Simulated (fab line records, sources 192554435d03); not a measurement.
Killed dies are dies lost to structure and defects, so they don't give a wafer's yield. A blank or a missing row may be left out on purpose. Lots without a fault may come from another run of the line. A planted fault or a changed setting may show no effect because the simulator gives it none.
A struck lot beside a sound one | flow n5_finfet | 13 steps out of a route of 1938
Sound: wafers L444.1, L444.3, L444.4. Struck: wafers L463.1, L463.6. (L463.4 of the same lot was not struck and is left out.) The cause comes at the end.
At each step with rows: each side's tool, then ch and its chambers, then its first start. Under that, the readings that differ: sound wafers | struck wafers | difference of the means | sigmas: that difference in standard deviations of wafers without a fault.
alike: readings whose means differ by less than 2 such deviations, and words and numbers that are the same on both sides. not compared: withheld readings, readings that some wafer has no value for, bounds like >300 that may hide the same value, and numbers for which the record gives no deviation and whose values overlap.
The two part at a step that has a row with sigmas, a row that says differs or no value, or rows on one side only. Numbers that don't overlap but have no deviation are shown without sigmas and don't part them. A reading that every wafer of one side lacks parts them only if that side has two wafers or more.

first, 2 steps without rows for these wafers: N5_BEOL_M6_PRECLEAN_42 (cleans in residue remover, time 60 s); N5_BEOL_M6_SRD_43 (time 30 s).
N5_BEOL_M6_CD_MEAS_35: target cd 40 nm, target cd y 28 nm.
  sound on cd_sem-03, day 9 06:40; struck on cd_sem-03, day 14 01:31
  alike: cd_nm
N5_BEOL_M6_CURE_75: cures SiCOH lowk, time 120 s.
  sound on uv_cure-01 ch 1, day 9 06:42; struck on uv_cure-01 ch 2, day 14 01:34
  alike: lamp_power_pct, wafer_temp_C_max
then, 1 step without rows for these wafers: N5_BEOL_M6_DEGAS_44 (time 60 s).
N5_BEOL_M6_PRE_CLEAN_45: time 30 s.
  sound on pvd_sputter-03, day 9 07:12; struck on pvd_sputter-01, day 14 02:22
  alike: heater_power_w
N5_BEOL_M6_ALD_77: deposits TaN, target thk 2 nm, pulse time 2 s, purge time 3 s.
  sound on ald_metal-01 ch 0,2,3, day 9 07:17; struck on ald_metal-03 ch 1,3, day 14 02:25
  alike: heater_power_w
N5_BEOL_M6_SURFACE_TREAT_79:
  sound on pvd_sputter-01, day 9 07:47; struck on pvd_sputter-01, day 14 02:52
  not compared: throttle_valve_pct
then, 3 steps without rows for these wafers: N5_BEOL_M6_CVD_78 (deposits Co from CCTBA/H2, target thk 2 nm, time 142.3 s); N5_BEOL_M6_SPUTTER_48 (material Cu, target thk 10 nm, time 1.667 s); N5_BEOL_M6_ECD_50 (material Cu, target thk 300 nm).
N5_BEOL_M6_ANNEAL_51: time 90 s.
  sound on rtp_anneal-02 ch 0, day 9 08:15; struck on rtp_anneal-02 ch 0, day 14 03:24
  alike: wafer_temp_C_max
N5_BEOL_M6_CMP_52: polishes, stops on SiCOH lowk, t overpolish 6.9 s, target thk 80 nm.
  sound on cmp-02 ch 0,1,3, day 9 08:32; struck on cmp-02 ch 0,1, day 14 03:44
  reading                      | sound          | struck    | difference | sigmas
  barrier_field_endpoint_s (s) | 27.6 29.1 28.9 | 16.0 15.3 | -12.9      | -19
  time_to_endpoint_s (s)       | 54 57 55       | 34 31     | -23        | -8
  alike: motor_current_A, overpolish_run_s

WHERE THEY PART
Only at N5_BEOL_M6_CMP_52, within this record.

WHY: what the simulator had put in
Process parameter drift: cmp-02, from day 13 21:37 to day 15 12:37, at N5_BEOL_M6_CMP_52. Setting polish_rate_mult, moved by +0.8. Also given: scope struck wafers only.
